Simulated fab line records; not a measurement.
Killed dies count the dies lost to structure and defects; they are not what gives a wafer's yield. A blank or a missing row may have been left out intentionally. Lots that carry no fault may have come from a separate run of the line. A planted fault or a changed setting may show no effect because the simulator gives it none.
Comparing a struck lot with a sound one | flow nand harc | 39 steps out of a route of 1159
Sound: these wafers, L878.2, L878.5, L878.6. Struck: wafer L882.3 (left out: L882.6, a lot-mate that was not struck); the cause follows at the end.
Order at every step that has rows: each side's tool, ch and its chambers, its first start. Under that, the readings that differ: sound wafers | struck wafers | difference of the means | sigmas: that difference in standard deviations of wafers without a fault.
alike: same words and numbers on both sides, and readings whose means sit less than 2 such deviations apart. not compared: any withheld reading, any reading some wafer has no value for, any bound like >300 that may hide the same value, and any number with overlapping values for which the record gives no deviation.
A row with sigmas, a row that says differs or no value, or rows on one side alone: a step with any of these is where the two part. Numbers that have no deviation but don't overlap get no sigmas and don't part them. A reading that every wafer of one side lacks parts them only if that side has two wafers or more.

first, 10 steps without rows for these wafers: NHARC_A_CHANNEL_HOLE_D1_DEP_00 (deposits aC, target thk 3100 nm); NHARC_A_CHANNEL_HOLE_D1_DEP_01 (deposits SiON, target thk 140 nm); NHARC_A_CHANNEL_HOLE_D1_DEHYDRATE_02 (time 120 s); NHARC_A_CHANNEL_HOLE_D1_HMDS_03 (time 30 s); NHARC_A_CHANNEL_HOLE_D1_COAT_36 (time 75 s); NHARC_A_CHANNEL_HOLE_D1_COAT_37 (time 65 s); NHARC_A_CHANNEL_HOLE_D1_COAT_04 (resist thk 90 nm); NHARC_A_CHANNEL_HOLE_D1_SOFTBAKE_05 (time 55 s); NHARC_A_CHANNEL_HOLE_D1_EBR_06; NHARC_A_CHANNEL_HOLE_D1_EXPOSE_07 (exposes mask HOLE D1, target cd 100 nm).
NHARC_A_CHANNEL_HOLE_D1_PEB_08: peb time 65 s.
  sound on litho track-04 ch 0, day 9 00:43; struck on litho track-04 ch 0, day 9 22:41
then, 1 step without rows for these wafers: NHARC_A_CHANNEL_HOLE_D1_DEVELOP_09 (develop time 35 s).
NHARC_A_CHANNEL_HOLE_D1_CD_MEAS_10 targets a cd of 100 nm.
  sound on cd sem-02 ch 0, day 9 00:48; struck on cd sem-03 ch 0, day 9 22:46
  reading    | sound           | struck | difference | sigmas
  cd nm (nm) | 100.1 99.9 99.9 | 107.5  | +7.5       | +21
NHARC_A_CHANNEL_HOLE_D1_DESCUM_15: chemistry O2, time 3 s.
  sound on rie diel-07 ch 2,3, day 9 00:59; struck on rie diel-03 ch 3, day 9 22:58
  reading                            | sound             | struck | difference | sigmas
  model.A_CHANNEL_HOLE_D1.cd nm (nm) | 99.33 99.53 99.96 | 107.6  | +8.0       |
  alike: drypump motor current A, mfc ar sccm, oes product au, rf vpp V, showerhead plenum p Torr, throttle valve pct
  not compared: rf hours counter h
then, 4 steps without rows for these wafers: NHARC_A_CHANNEL_HOLE_D1_ETCH_38 (etches the open film in CF4, target depth 39 nm, time 65 s); NHARC_A_CHANNEL_HOLE_D1_ETCH_39 (etches the open film in N2/H2, target depth 260 nm, time 325 s); NHARC_A_CHANNEL_HOLE_D1_ETCH_34 (etches the open film in CF4/CHF3, target depth 154 nm, time 77 s); NHARC_A_CHANNEL_HOLE_D1_ETCH_16 (etches the open film in O2/COS, target depth 3100 nm, time 806 s).
NHARC_A_CHANNEL_HOLE_D1_CD_MEAS_18:
  struck on cd sem-01, day 10 00:06; sound on cd sem-02, day 9 02:07
  reading    | sound          | struck | difference | sigmas
  cd nm (nm) | 99.4 98.7 96.1 | 106.1  | +8.0       | +5
then, 12 steps without rows for these wafers: NHARC_A_CHANNEL_HOLE_D1_ETCH_19 (etches the open film in C4F8/O2/Ar, time 34.5 s); NHARC_A_CHANNEL_HOLE_D1_ETCH_20 (etches the open film in C4F8/O2/Ar, time 361.9 s, target depth 1600 nm); NHARC_A_CHANNEL_HOLE_D1_ETCH_21 (etches the open film in C4F8/O2/Ar, time 514.3 s, target depth 1600 nm); NHARC_A_CHANNEL_HOLE_D1_ETCH_22 (etches the open film in C4F8/O2/Ar, time 666.7 s, target depth 1600 nm); NHARC_A_CHANNEL_HOLE_D1_ETCH_23 (etches the open film in C4F8/O2/Ar, time 819 s, target depth 1600 nm); NHARC_A_CHANNEL_HOLE_D1_ETCH_24 (etches the open film in C4F8/O2/Ar, time 906.2 s, target depth 1500 nm); NHARC_A_CHANNEL_HOLE_D1_ETCH_25 (etches the open film in C4F8/O2/Ar, time 1040.2 s, target depth 1500 nm); NHARC_A_CHANNEL_HOLE_D1_ETCH_26 (etches the open film in C4F8/O2/Ar, time 224.1 s, target depth 300 nm); NHARC_A_CHANNEL_HOLE_D1_ETCH_33 (etches the open film in C4F8/O2/Ar, time 90 s, target depth 400 nm); NHARC_A_CHANNEL_HOLE_D1_STRIP_41 (strips in N2/H2); NHARC_A_CHANNEL_HOLE_D1_STRIP_42 (strips in CF4/CHF3); NHARC_A_CHANNEL_HOLE_D1_STRIP_43 (strips in O2/COS).
NHARC_A_CHANNEL_HOLE_D1_ETCH_44: etches the open film in CF4/O2, target depth 140 nm, overetch 14 nm, time 77 s.
  sound on rie diel-03 ch 1,2,3, day 9 07:04; struck on rie diel-07 ch 3, day 10 04:55
  reading                            | sound            | struck | difference | sigmas
  drypump motor current A (A)        | 5.45 5.71 5.34   | 4.90   | -0.60      | -2
  model.A_CHANNEL_HOLE_D1.cd nm (nm) | 90.5 89.48 90.52 | 97.97  | +7.80      |
  alike: mfc ar sccm, oes product au, rf vpp V, showerhead plenum p Torr, throttle valve pct
  not compared: rf hours counter h
then, 3 steps without rows for these wafers: NHARC_A_CHANNEL_HOLE_D1_STRIP_27 (strips in O2); NHARC_A_CHANNEL_HOLE_D1_PRECLEAN_28 (cleans in SC1); NHARC_A_CHANNEL_HOLE_D1_SRD_29.
NHARC_A_CHANNEL_HOLE_D1_CD_MEAS_30:
  struck on cd sem-01, day 10 05:43; sound on cd sem-01, day 9 07:50
  reading    | sound          | struck | difference | sigmas
  cd nm (nm) | 90.0 89.4 90.2 | 98.0   | +8.1       | +11
NHARC_A_CHANNEL_HOLE_D1_XSEM_31:
  sound on xsem-02 ch 0, day 9 07:56; struck on xsem-02 ch 0, day 10 05:48
  reading        | sound          | struck | difference | sigmas
  bot cd nm (nm) | 75.2 74.1 74.8 | 81.9   | +7.2       | +8
  alike: bow nm, tilt deg
-- the record jumps here: 11 days lie between the struck wafers' starts before and after (it left off in module A_CHANNEL_HOLE_D1 and takes up again in module END, whose first step shown is number 1158 of the route) --
NHARC_END_WLT_00:
  struck on prober-01, day 21 08:05; sound on prober-02, day 19 20:28
  reading                           | sound             | struck | difference | sigmas
  VT_DECK1_BOTTOM                   | 0.870 0.870 0.879 | 0.889  | +0.016     | +3
  VT_DECK1_BOTTOM_INNER             | 0.867 0.867 0.876 | 0.894  | +0.024     | +4
  VT_DECK1_MEDIAN_NEAR_BOTTOM       | 0.870 0.866 0.873 | 0.894  | +0.024     | +4
  VT_DECK1_MEDIAN_NEAR_BOTTOM_INNER | 0.865 0.863 0.870 | 0.895  | +0.029     | +5
  VT_DECK1_MIDDLE_INNER             | 0.885 0.877 0.877 | 0.905  | +0.025     | +4
  VT_DECK1_TOP                      | 0.901 0.892 0.902 | 0.920  | +0.022     | +3
  VT_DECK1_TOP_INNER                | 0.891 0.896 0.894 | 0.913  | +0.019     | +3
  alike: VT_DECK1_MIDDLE
NHARC_END_SORT_01:
  the record has rows for the sound wafers here (prober-02 ch 0, day 19 23:47) and none for the struck ones

== WHERE THEY PART ==
Earliest at NHARC_A_CHANNEL_HOLE_D1_CD_MEAS_10; latest, in this record, at NHARC_END_SORT_01.

WHY: whatever the simulator had introduced
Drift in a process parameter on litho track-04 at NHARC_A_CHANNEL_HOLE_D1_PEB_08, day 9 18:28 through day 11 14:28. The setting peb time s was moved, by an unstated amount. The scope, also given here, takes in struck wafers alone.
